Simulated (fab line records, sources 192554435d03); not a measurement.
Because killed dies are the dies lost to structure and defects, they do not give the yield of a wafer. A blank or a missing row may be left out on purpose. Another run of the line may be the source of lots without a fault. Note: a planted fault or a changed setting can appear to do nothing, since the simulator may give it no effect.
fab line records -- flow n5Finfet
[record] lots = 6, wafers = 18, lastDay = 17
route steps=1938 shown BEOL_M13@1710 BEOL_M14@1716 PASSIVATION@1936
lots with no fault: from the same line, run without faults
startH: the number of hours between the record's first day and the start of the first shown wafer of the lot -- waitH: time in hours since the lot's previous step -- " same as the row above -- L1.1+2: several wafers, shown together as one row -- - no value, or no start given -- * or withheld: withheld -- < > ~ a bound
route shown NAME@n: names a module that has steps shown in the file, with the first one's number in the route -- usual: mean/standard deviation of fault-free wafers -- same: alike in all rows -- chamber/n: place in a boat -- sites: each site's reading -- _std_site: standard deviation of those values -- _edge_site: outer sites' mean less inner sites' -- radiusMm: for every site, how far away it sits from the centre of the wafer -- mask NAME#n: copy n -- behind: the most recent tool/chamber to have shaped the wafer -- hold: why the lot went on hold/how many hours it stayed there/how the hold came to an end -- device: whichever transistor did not switch (one of n, p or np) -- end of line: the same wafers' tests at the end of the route -- a step given without rows: its recipe and nothing more -- killed: dies lost to structure and defects at the first sort, not the wafer's yield -- map: a wafer's dies, marking killed ones x, the rest . and places with no die _
set.NAME: the setting as run; set.NAME@STEP: as run at that earlier step -- model.NAME: the simulator's own value behind a step, which no gauge read
lots seen at some steps along the route; tables by step, rows by wafer
services: when a tool's chamber went out of use (startH, in hours from the record's first day, below 0 if earlier), for how many hours, and the reason
[[steps]]
[step N5_BEOL_M13_CMP_49]
[recipe] stopOn = SiOC, tOverpolishS = 17.1, downForcePsi = 1, platenRpm = 50, clearingPlatenDownForcePsi = 1.5, clearingPlatenRpm = 50, postCmpClean = cuAlkaline, targetThkNm = 420, clearingPlatenPadVelocityMS = 0.99484, padVelocityMS = 0.99484
[usual] barrierFieldEndpointS = 30.5/0.85, motorCurrentA = 6.1/0.68, overpolishRunS = 17.099/0.0095, padLifeWafers = 883/690
lot.wafer,tool,chamber,startH,waitH,barrierFieldEndpointS,motorCurrentA,overpolishRunS,padLifeWafers
L266.1,cmp-01,2,259.68,0.3,31.0,7.5,17.089,1327
L266.2,cmp-01,3,259.68,0.3,30.3,6.1,17.096,1328
L266.5,cmp-01,1,259.68,0.3,30.2,5.7,17.113,-
L269.3,cmp-04,0,277.75,0.2,32.3,5.1,17.072,1507
L269.4,cmp-04,2,277.75,0.2,30.2,5.5,17.098,1509
L269.5,cmp-04,0,277.75,0.2,32.5,5.2,17.078,-
L272.3,cmp-01,3,288.29,0.2,30.5,6.2,17.115,1614
L272.4,cmp-01,0,288.29,0.2,29.5,6.1,17.104,1615
L272.1,cmp-01,1,288.29,0.2,29.5,5.7,17.097,1616
L273.4,cmp-01,0,307.25,0.2,30.8,6.5,17.096,1783
L273.6,cmp-01,3,307.25,0.2,30.7,6.2,17.096,-
L273.5,cmp-01,0,307.25,0.2,30.6,6.1,17.081,-
L280.1,cmp-04,0,365.94,0.3,30.8,5.1,17.103,90
L280.2,cmp-04,2,365.94,0.3,29.6,5.7,17.076,92
L280.6,cmp-04,0,365.94,0.3,31.2,5.2,17.090,-
L287.3,cmp-01,3,389.02,0.2,31.2,6.0,17.109,114
L287.4,cmp-01,2,389.02,0.2,31.5,7.3,17.087,117
L287.6,cmp-01,3,389.02,0.2,31.6,6.1,17.104,-
[step N5_BEOL_M13_THK_MEAS_50]
[recipe] thkMeasGauge = xrf, reads = Cu_of_BEOL_M13_ECD_47
[usual] M13_THK = 416/6.8
lot.wafer,tool,chamber,startH,waitH,M13_THK[nm]
L266.1,filmMetro-02,-,259.93,-,411
L266.2,filmMetro-02,-,259.93,-,418
L266.5,filmMetro-02,-,259.93,-,406
L269.3,filmMetro-02,-,278.01,-,420
L269.4,filmMetro-02,-,278.01,-,406
L269.5,filmMetro-02,-,278.01,-,416
L272.1,filmMetro-01,-,288.59,-,414
L272.3,filmMetro-01,-,288.59,-,431
L272.4,filmMetro-01,-,288.59,-,415
L273.4,filmMetro-01,-,307.51,-,425
L273.5,filmMetro-01,-,307.51,-,408
L273.6,filmMetro-01,-,307.51,-,430
L280.1,filmMetro-01,-,366.24,-,424
L280.2,filmMetro-01,-,366.24,-,429
L280.6,filmMetro-01,-,366.24,-,431
L287.3,filmMetro-02,-,389.31,-,420
L287.4,filmMetro-02,-,389.31,-,416
L287.6,filmMetro-02,-,389.31,-,419
[step N5_BEOL_M13_PRE_CLEAN_52]
[recipe] gas = NH3, timeS = 15, tempC = withheld, rfPowerW = 300
[step N5_BEOL_M13_DEP_53]
[recipe] material = SiCN, targetThkA = 500, tempC = withheld, precursor = 3MS/NH3, pressureTorr = 3, rfW = 675, timeS = 17.8
[usual] rfFwdPowerW = 665/3.3, showerheadPlenumPTorr = 4.157/0.022, throttleValvePct = 18.0/1.2
lot.wafer,tool,chamber,startH,waitH,rfFwdPowerW,showerheadPlenumPTorr,throttleValvePct
L266.1,pecvd-02,2,260.00,0.0,670,4.137,18.0
L266.2,pecvd-02,0,260.00,0.0,661,4.146,16.7
L266.5,pecvd-02,2,260.00,0.0,671,4.142,18.3
L269.3,pecvd-03,0,278.07,0.0,668,4.163,17.5
L269.4,pecvd-03,1,278.07,0.0,662,4.194,18.5
L269.5,pecvd-03,0,278.07,0.0,667,4.161,17.6
L272.1,pecvd-03,0,288.65,0.0,666,4.163,17.5
L272.3,pecvd-03,1,288.65,0.0,661,4.200,18.7
L272.4,pecvd-03,1,288.65,0.0,661,4.206,18.7
L273.4,pecvd-03,1,307.59,0.0,659,4.203,18.6
L273.5,pecvd-03,2,307.59,0.0,665,4.144,16.7
L273.6,pecvd-03,0,307.59,0.0,670,4.168,17.7
L280.1,pecvd-04,2,366.30,0.0,663,4.136,16.7
L280.2,pecvd-04,1,366.30,0.0,667,4.168,20.8
L280.6,pecvd-04,2,366.30,0.0,665,4.141,17.1
L287.3,pecvd-02,2,389.40,0.0,667,4.140,18.0
L287.4,pecvd-02,0,389.40,0.0,658,4.159,17.0
L287.6,pecvd-02,2,389.40,0.0,668,4.146,18.5
[step N5_BEOL_M13_RS_MEAS_54]
[recipe] thkMeasGauge = four-point-probe, reads = Cu_of_BEOL_M13_ECD_47+Ta_of_BEOL_M13_SPUTTER_44+TaN_of_BEOL_M13_SPUTTER_43
[usual] M13_RS = 0.0452/0.0007
lot.wafer,tool,chamber,startH,waitH,M13_RS[ohm/sq]
L266.1,filmMetro-01,-,260.06,0.0,0.0455
L266.2,filmMetro-01,-,260.06,0.0,0.0446
L266.5,filmMetro-01,-,260.06,0.0,0.0459
L269.3,filmMetro-02,-,278.14,0.1,0.0445
L269.4,filmMetro-02,-,278.14,0.1,0.0461
L269.5,filmMetro-02,-,278.14,0.1,0.0450
L272.1,filmMetro-01,-,288.72,0.0,0.0456
L272.3,filmMetro-01,-,288.72,0.0,0.0439
L272.4,filmMetro-01,-,288.72,0.0,0.0453
L273.4,filmMetro-02,-,307.64,0.0,0.0447
L273.5,filmMetro-02,-,307.64,0.0,0.0467
L273.6,filmMetro-02,-,307.64,0.0,0.0440
L280.1,filmMetro-02,-,366.37,0.0,0.0447
L280.2,filmMetro-02,-,366.37,0.0,0.0442
L280.6,filmMetro-02,-,366.37,0.0,0.0441
L287.3,filmMetro-01,-,389.47,0.1,0.0446
L287.4,filmMetro-01,-,389.47,0.1,0.0452
L287.6,filmMetro-01,-,389.47,0.1,0.0449
[step N5_BEOL_M13_INSPECT_55]
[recipe] inspectInstrument = darkfield, mode = postDep
[usual] rawDefectCount = 67/21
lot.wafer,tool,chamber,startH,waitH,rawDefectCount
L266.1,defectInspect-02,-,260.09,0.0,103
L266.2,defectInspect-02,-,260.09,0.0,55
L266.5,defectInspect-02,-,260.09,0.0,37
L269.3,defectInspect-01,-,278.16,0.0,42
L269.4,defectInspect-01,-,278.16,0.0,51
L269.5,defectInspect-01,-,278.16,0.0,28
L272.1,defectInspect-01,-,288.74,0.0,119
L272.3,defectInspect-01,-,288.74,0.0,101
L272.4,defectInspect-01,-,288.74,0.0,82
L273.4,defectInspect-01,-,307.67,0.0,74
L273.5,defectInspect-01,-,307.67,0.0,50
L273.6,defectInspect-01,-,307.67,0.0,54
L280.1,defectInspect-02,-,366.39,0.0,56
L280.2,defectInspect-02,-,366.39,0.0,62
L280.6,defectInspect-02,-,366.39,0.0,68
L287.3,defectInspect-02,-,389.50,0.0,63
L287.4,defectInspect-02,-,389.50,0.0,90
L287.6,defectInspect-02,-,389.50,0.0,53
[step N5_BEOL_M14_ILD_DEP_00]
[recipe] material = SiO2, targetThkA = 11193, tempC = 400, precursor = TEOS/O2, pressureTorr = 6.5, rfW = 900, teosFlowSccm = 161.4, gas = O2, flowSccm = 2650, timeS = 237.4
[usual] heaterPowerW = 496/97, rfFwdPowerW = 897.4/2.5, showerheadPlenumPTorr = 8.35/0.041, throttleValvePct = 18.0/0.89
lot.wafer,tool,chamber,startH,waitH,heaterPowerW,rfFwdPowerW,showerheadPlenumPTorr,throttleValvePct
L266.1,pecvd-02,0,260.13,0.0,591,897.2,8.33,17.4
L266.2,pecvd-02,2,260.13,0.0,503,901.6,8.30,18.8
L266.5,pecvd-02,2,260.13,0.0,379,894.3,8.33,18.9
L269.3,pecvd-02,2,278.28,0.1,471,898.9,8.29,18.7
L269.4,pecvd-02,0,278.28,0.1,578,896.0,8.32,17.4
L269.5,pecvd-02,0,278.28,0.1,610,898.4,8.32,17.4
L272.1,pecvd-01,2,288.78,0.0,396,891.8,8.42,16.5
L272.3,pecvd-01,1,288.78,0.0,485,899.5,8.30,17.9
L272.4,pecvd-01,0,288.78,0.0,526,895.5,8.34,18.2
L273.4,pecvd-01,2,307.78,0.1,320,890.9,8.41,16.9
L273.5,pecvd-01,1,307.78,0.1,375,900.8,8.31,17.5
L273.6,pecvd-01,0,307.78,0.1,507,895.6,8.35,17.8
L280.1,pecvd-03,1,366.43,0.0,569,897.2,8.41,19.3
L280.2,pecvd-03,0,366.43,0.0,601,892.3,8.37,18.4
L280.6,pecvd-03,0,366.43,0.0,664,893.9,8.36,18.5
L287.3,pecvd-03,2,389.53,0.0,382,897.1,8.32,17.0
L287.4,pecvd-03,1,389.53,0.0,545,902.2,8.41,19.5
L287.6,pecvd-03,2,389.53,0.0,429,898.5,8.30,17.2
[step N5_BEOL_M14_THK_MEAS_01]
[recipe] reads = SiO2_of_BEOL_M14_ILD_DEP_00
[usual] M14_ILD_THK = 1118/18
lot.wafer,tool,chamber,startH,waitH,M14_ILD_THK[nm]
L266.1,filmMetro-02,-,260.32,0.1,1092
L266.2,filmMetro-02,-,260.32,0.1,1118
L266.5,filmMetro-02,-,260.32,0.1,1131
L269.3,filmMetro-02,-,278.47,0.1,1141
L269.4,filmMetro-02,-,278.47,0.1,1095
L269.5,filmMetro-02,-,278.47,0.1,1101
L272.1,filmMetro-02,-,288.97,0.1,1097
L272.3,filmMetro-02,-,288.97,0.1,1099
L272.4,filmMetro-02,-,288.97,0.1,1142
L273.4,filmMetro-02,-,307.89,0.0,1121
L273.5,filmMetro-02,-,307.89,0.0,1125
L273.6,filmMetro-02,-,307.89,0.0,1123
L280.1,filmMetro-02,-,366.62,0.1,1108
L280.2,filmMetro-02,-,366.62,0.1,1087
L280.6,filmMetro-02,-,366.62,0.1,1115
L287.3,filmMetro-01,-,389.74,0.1,1111
L287.4,filmMetro-01,-,389.74,0.1,1134
L287.6,filmMetro-01,-,389.74,0.1,1132
[step N5_BEOL_M14_COAT_58]
[recipe] resist = BARC, tempC = 205, timeS = 60, spinRpm = 1500, resistThkNm = 89
[step N5_BEOL_M14_COAT_04]
[recipe] spinRpm = 1704, resistThkNm = 800
[step N5_BEOL_M14_EBR_06]
[recipe] solvent = PGMEA, ebrWidthMm = 1.5
[step N5_BEOL_M14_SOFTBAKE_05]
[recipe] tempC = 130, timeS = 60
[step N5_BEOL_M14_EXPOSE_07]
[recipe] maskId = V13, na = 0.8, sourceShape = annular, sigmaInner = 0.5, sigmaOuter = 0.8, polarization = unpolarized, attpsmPhaseDeg = 180, doseMj = 57
lot.wafer,tool,chamber,startH,waitH,mask,model.BEOL_M14.overlayXNm
L266.1+2+5,krfScanner-01,0,260.57,-,V13#0,4
L269.3+4+5,krfScanner-02,0,278.61,-,V13#0,-1.8
L272.1+3+4,krfScanner-02,0,289.10,-,V13#0,-1.2
L273.4+5+6,krfScanner-01,0,308.04,-,V13#0,2.4
L280.1+2+6,krfScanner-01,0,366.88,-,V13#0,24.4
L287.3+4+6,krfScanner-01,0,390.01,-,V13#0,19.6
[step N5_BEOL_M14_PEB_08]
[recipe] pebTempC = 130, pebTimeS = 90
[step N5_BEOL_M14_DEVELOP_09]
[recipe] developTimeS = 45, rinseLiquid = diw, dry = airSpin, devTempC = 21
[step N5_BEOL_M14_HARDBAKE_14]
[recipe] tempC = 130, timeS = 120
[step N5_BEOL_M14_CD_MEAS_10]
[recipe] targetCdNm = 250, landingEnergyEv = 500, detector = seInlens, polarity = opening
[usual] cdNm = 250.6/2.4
[same] landingEnergyEv = 500
lot.wafer,tool,chamber,startH,waitH,cdNm
L266.1,cdSem-01,0,260.75,-,250.4
L266.2,cdSem-01,0,260.75,-,248.6
L266.5,cdSem-01,0,260.75,-,250.6
L269.3,cdSem-02,0,278.78,-,252.9
L269.4,cdSem-02,0,278.78,-,251.6
L269.5,cdSem-02,0,278.78,-,253.3
L272.1,cdSem-02,0,289.27,-,246.4
L272.3,cdSem-02,0,289.27,-,246.0
L272.4,cdSem-02,0,289.27,-,254.1
L273.4,cdSem-03,0,308.20,-,248.7
L273.5,cdSem-03,0,308.20,-,247.0
L273.6,cdSem-03,0,308.20,-,251.9
L280.1,cdSem-01,0,367.05,-,252.5
L280.2,cdSem-01,0,367.05,-,252.5
L280.6,cdSem-01,0,367.05,-,252.9
L287.3,cdSem-02,0,390.17,-,250.2
L287.4,cdSem-02,0,390.17,-,249.0
L287.6,cdSem-02,0,390.17,-,251.4
[step N5_BEOL_M14_OVL_MEAS_11]
[recipe] pointsPerWafer = 44
[usual] V13_OVL = -1/5.5
lot.wafer,tool,chamber,startH,waitH,V13_OVL[nm]
L266.1,overlay-02,0,260.78,0.0,-8
L266.2,overlay-02,0,260.78,0.0,-1
L266.5,overlay-02,0,260.78,0.0,-1
L269.3,overlay-02,0,278.81,0.0,-6
L269.4,overlay-02,0,278.81,0.0,-10
L269.5,overlay-02,0,278.81,0.0,2
L272.1,overlay-01,0,289.30,0.0,2
L272.3,overlay-01,0,289.30,0.0,0
L272.4,overlay-01,0,289.30,0.0,-2
L273.4,overlay-01,0,308.23,0.0,5
L273.5,overlay-01,0,308.23,0.0,-4
L273.6,overlay-01,0,308.23,0.0,2
L280.1,overlay-01,0,367.08,0.0,19
L280.2,overlay-01,0,367.08,0.0,17
L280.6,overlay-01,0,367.08,0.0,22
L287.3,overlay-02,0,390.20,0.0,16
L287.4,overlay-02,0,390.20,0.0,12
L287.6,overlay-02,0,390.20,0.0,13
[step N5_BEOL_M14_INSPECT_12]
[recipe] mode = adi, inspectInstrument = macro
[usual] rawDefectCount = 2.1/1.4
lot.wafer,tool,chamber,startH,waitH,rawDefectCount
L266.1,defectInspect-02,-,260.80,0.0,2
L266.2,defectInspect-02,-,260.80,0.0,2
L266.5,defectInspect-02,-,260.80,0.0,2
L269.3,defectInspect-02,-,278.83,0.0,3
L269.4,defectInspect-02,-,278.83,0.0,3
L269.5,defectInspect-02,-,278.83,0.0,1
L272.1,defectInspect-01,-,289.33,0.0,3
L272.3,defectInspect-01,-,289.33,0.0,2
L272.4,defectInspect-01,-,289.33,0.0,3
L273.4,defectInspect-01,-,308.25,0.0,2
L273.5,defectInspect-01,-,308.25,0.0,1
L273.6,defectInspect-01,-,308.25,0.0,0
L280.1,defectInspect-02,-,367.11,0.0,2
L280.2,defectInspect-02,-,367.11,0.0,1
L280.6,defectInspect-02,-,367.11,0.0,2
L287.3,defectInspect-01,-,390.22,0.0,2
L287.4,defectInspect-01,-,390.22,0.0,3
L287.6,defectInspect-01,-,390.22,0.0,2
[step N5_PASSIVATION_PROBE_49]
[usual] defectLimitedYield = 91.6/1.4, killed_at_M0_to_M3 = 32/9.5, killed_at_M4_up = 13/6, killedAtContacts = 12/5.6, killedAtFrontEnd = 39/11, killedAtOther = 2.8/2.3, killedDies = 99/16, killedOpen = 65/12, killedShort = 32/7.6, sort_bin_5_function = 4.8/0.88, sort_bin_6_memory = 3.2/0.65, sortNPass = 1077/29, sortYieldPct = 91.2/2.5
[same] grossDies = 1180, killedAtBackSide = 0, sort_bin_4_leakage[%] = 0, sort_bin_8_speed[%] = 0
lot.wafer,tool,chamber,startH,waitH,defectLimitedYield[%],killed_at_M0_to_M3,killed_at_M4_up,killedAtContacts,killedAtFrontEnd,killedAtOther,killedDies,killedOpen,killedShort,sort_bin_5_function[%],sort_bin_6_memory[%],sortNPass,sortYieldPct[%]
L266.1,prober-01,-,286.97,0.0,91.2,35,11,16,42,0,104,76,28,4.9,3.6,1076,91.2
L266.2,prober-01,-,287.02,0.1,91.5,19,7,5,67,2,100,66,33,5.4,2.7,1080,91.5
L266.5,prober-01,-,287.17,0.2,92.5,23,19,8,39,0,89,63,25,4.6,2.7,1091,92.5
L269.3,prober-02,-,311.81,0.1,93.3,33,11,8,26,1,79,50,29,3.9,2.6,1101,93.3
L269.4,prober-02,-,311.86,0.2,92.4,37,7,12,33,1,90,69,21,4.1,3.3,1090,92.4
L269.5,prober-02,-,311.91,0.2,92.3,27,9,14,39,2,91,57,32,4.4,3.0,1089,92.3
L273.4,prober-02,-,333.73,0.2,93.2,17,12,15,34,2,80,48,32,4.2,2.4,1100,93.2
L273.5,prober-02,-,333.78,0.2,93.1,23,4,19,34,2,82,55,26,4.4,2.3,1098,93.1
L273.6,prober-02,-,333.83,0.3,93.1,31,14,13,18,6,82,56,25,4.4,2.4,1098,93.1
L280.1,prober-02,-,398.53,0.0,92.8,33,4,6,42,0,85,48,30,3.6,2.5,1095,92.8
L280.2,prober-02,-,398.58,0.1,92.3,38,4,16,33,0,91,59,32,4.5,2.9,1089,92.3
L280.6,prober-02,-,398.78,0.3,93.6,47,5,3,19,1,75,47,24,3.3,2.5,1105,93.6
L287.3,prober-01,-,419.04,0.1,92.9,20,21,11,31,1,84,42,40,4.4,2.5,1096,92.9
L287.4,prober-01,-,419.09,0.2,93.4,32,15,13,17,1,78,53,21,3.5,2.8,1102,93.4
L287.6,prober-01,-,419.19,0.3,90.8,28,32,20,25,4,109,73,35,5.5,3.5,1071,90.8
// killed by level:class
L266.1 MOL_CONTACT_COAG:geometricParticle:open=13 FIN_SAQP:geometricParticle:short=9 FIN_SAQP:geometricParticle:open=8 STI_FIN_REVEAL:geometricParticle:open=8 BEOL_M3:geometricParticle:open=8 BEOL_M0_SAQP:geometricParticle:open=7 BEOL_M1:geometricParticle:open=6 BEOL_M2:geometricParticle:open=6
L266.2 STI_FIN_REVEAL:geometricParticle:open=17 FIN_SAQP:geometricParticle:short=15 FIN_SAQP:geometricParticle:open=11 DUMMY_GATE:geometricParticle:open=7 MOL_CONTACT_COAG:geometricParticle:open=5 BEOL_M1:geometricParticle:open=4 BEOL_M3:geometricParticle:open=4 STARTING-WAFER:geometricParticle:short=4
L266.5 FIN_SAQP:geometricParticle:open=11 BEOL_M3:geometricParticle:open=8 FIN_SAQP:geometricParticle:short=7 BEOL_M4:geometricParticle:open=7 STI_FIN_REVEAL:geometricParticle:open=6 MOL_CONTACT_COAG:geometricParticle:open=6 STARTING-WAFER:geometricParticle:open=5 BEOL_M0_SAQP:geometricParticle:short=4
L269.3 BEOL_M3:geometricParticle:open=9 BEOL_M0:geometricParticle:open=8 FIN_SAQP:geometricParticle:short=6 STI_FIN_REVEAL:geometricParticle:open=5 MOL_CONTACT_COAG:geometricParticle:open=5 BEOL_M1:geometricParticle:open=4 BEOL_M2:geometricParticle:short=4 FIN_SAQP:geometricParticle:open=3
L269.4 FIN_SAQP:geometricParticle:open=17 MOL_CONTACT_COAG:geometricParticle:open=9 BEOL_M0_SAQP:geometricParticle:open=9 BEOL_M2:geometricParticle:open=8 BEOL_M0_SAQP:geometricParticle:short=4 BEOL_M0:geometricParticle:open=4 BEOL_M1:geometricParticle:open=4 BEOL_M2:geometricParticle:short=4
L269.5 MOL_CONTACT_COAG:geometricParticle:open=10 FIN_SAQP:geometricParticle:open=7 FIN_SAQP:geometricParticle:short=7 BEOL_M0:geometricParticle:open=7 STI_FIN_REVEAL:geometricParticle:open=6 DUMMY_GATE:geometricParticle:open=4 GATE_CUT:geometricParticle:short=4 MOL_CONTACT_COAG:geometricParticle:short=4
L273.4 MOL_CONTACT_COAG:geometricParticle:open=13 FIN_SAQP:geometricParticle:short=9 FIN_SAQP:geometricParticle:open=7 BEOL_M4:geometricParticle:open=6 BEOL_M2:geometricParticle:short=5 BEOL_M0_SAQP:geometricParticle:open=4 BEOL_M3:geometricParticle:open=4 BEOL_M4:geometricParticle:short=4
L273.5 MOL_CONTACT_COAG:geometricParticle:open=13 BEOL_M3:geometricParticle:open=11 DUMMY_GATE:geometricParticle:open=6 MOL_CONTACT_COAG:geometricParticle:short=6 FIN_SAQP:geometricParticle:open=5 ILD0:geometricParticle:open=4 GATE_CUT:geometricParticle:short=4 FIN_SAQP:geometricParticle:short=3
L273.6 MOL_CONTACT_COAG:geometricParticle:open=10 BEOL_M3:geometricParticle:open=10 BEOL_M0_SAQP:geometricParticle:short=8 BEOL_M0_SAQP:geometricParticle:open=7 FIN_SAQP:geometricParticle:open=4 ILD0:geometricParticle:open=4 MOL_CONTACT_COAG:geometricParticle:short=3 BEOL_M2:geometricParticle:open=3
L280.1 STI_FIN_REVEAL:geometricParticle:open=9 BEOL_M3:geometricParticle:open=8 BEOL_M0_SAQP:geometricParticle:open=7 BEOL_M2:geometricParticle:open=7 HKMG_FIN:areaEtch=7 FIN_SAQP:geometricParticle:short=6 BEOL_M0_SAQP:geometricParticle:short=6 GATE_CUT:geometricParticle:short=5
L280.2 MOL_CONTACT_COAG:geometricParticle:open=15 BEOL_M0_SAQP:geometricParticle:short=10 FIN_SAQP:geometricParticle:short=8 BEOL_M0_SAQP:geometricParticle:open=7 BEOL_M1:geometricParticle:open=7 STI_FIN_REVEAL:geometricParticle:open=6 FIN_SAQP:geometricParticle:open=5 BEOL_M3:geometricParticle:open=4
L280.6 BEOL_M0_SAQP:geometricParticle:short=11 BEOL_M3:geometricParticle:open=10 BEOL_M1:geometricParticle:open=9 BEOL_M2:geometricParticle:open=8 STARTING-WAFER:geometricParticle:short=4 HKMG_FIN:areaEtch=4 STI_FIN_REVEAL:geometricParticle:open=3 MOL_CONTACT_COAG:geometricParticle:open=3
L287.3 FIN_SAQP:geometricParticle:short=10 MOL_CONTACT_COAG:geometricParticle:open=8 FIN_SAQP:geometricParticle:open=7 BEOL_M0_SAQP:geometricParticle:short=7 BEOL_M4:geometricParticle:open=6 BEOL_M5:geometricParticle:short=5 BEOL_M1:geometricParticle:open=4 GATE_CUT:geometricParticle:short=4
L287.4 MOL_CONTACT_COAG:geometricParticle:open=11 BEOL_M4:geometricParticle:open=10 BEOL_M0_SAQP:geometricParticle:short=8 BEOL_M1:geometricParticle:open=6 BEOL_M0_SAQP:geometricParticle:open=5 BEOL_M3:geometricParticle:open=5 BEOL_M2:geometricParticle:open=4 FIN_SAQP:geometricParticle:open=3
L287.6 BEOL_M4:geometricParticle:open=17 MOL_CONTACT_COAG:geometricParticle:open=16 BEOL_M1:geometricParticle:open=8 DUMMY_GATE:geometricParticle:open=7 BEOL_M3:geometricParticle:open=6 BEOL_M3:geometricParticle:short=6 FIN_SAQP:geometricParticle:short=4 MOL_CONTACT_COAG:geometricParticle:short=4
[[services]]
tool,chamber,startH,hours,kind
pecvd-01,0,237.40,3.7,repair
krfScanner-01,-,242.51,7.2,pm
pecvd-02,2,242.89,5.5,scheduledDown
pecvd-01,2,250.46,9.1,repair
cmp-01,-,254.51,0.3,repair
pecvd-03,0,255.81,2.1,scheduledDown
cmp-04,-,264.38,0.9,repair
krfScanner-01,-,266.05,11.6,pm
pecvd-02,1,277.24,2.1,scheduledDown
krfScanner-01,-,283.87,1.3,pm
krfScanner-02,-,289.26,4.4,pm
pecvd-02,1,292.04,5.5,scheduledDown
krfScanner-02,-,296.58,21.0,pm
cmp-04,-,306.77,4.9,repair
krfScanner-02,-,317.58,1.3,pm
krfScanner-02,-,321.60,1.0,pm
krfScanner-02,-,327.34,0.8,pm
pecvd-04,-,331.13,1.0,repair
cmp-01,-,353.45,4.0,pm
cmp-04,-,353.91,4.0,pm
krfScanner-01,-,361.68,0.5,repair
cmp-01,-,368.94,3.8,pm
cmp-04,-,379.20,1.3,repair
pecvd-01,-,389.09,2.6,repair
[[key]]
[firstSign] step = N5_BEOL_M14_OVL_MEAS_11, reading = V13_OVL, direction = up, sigmas = 3, usual = -1, struck = 16
effect none on later readings
[modelEffect] step = N5_BEOL_M14_EXPOSE_07, value = BEOL_M14.overlayXNm, without = 4.4, struck = 22
metAt N5_BEOL_M14_EXPOSE_07
struckWafers L280.1,L280.2,L280.6,L287.3,L287.4,L287.6
onsetBetween 308.04 366.88
alsoFits time
[fault] kind = scannerMatchingOverlay, tool = krfScanner-01, chamber = -, onsetH = 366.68, steps = N5_BEOL_M14_EXPOSE_07, offset = 17.604
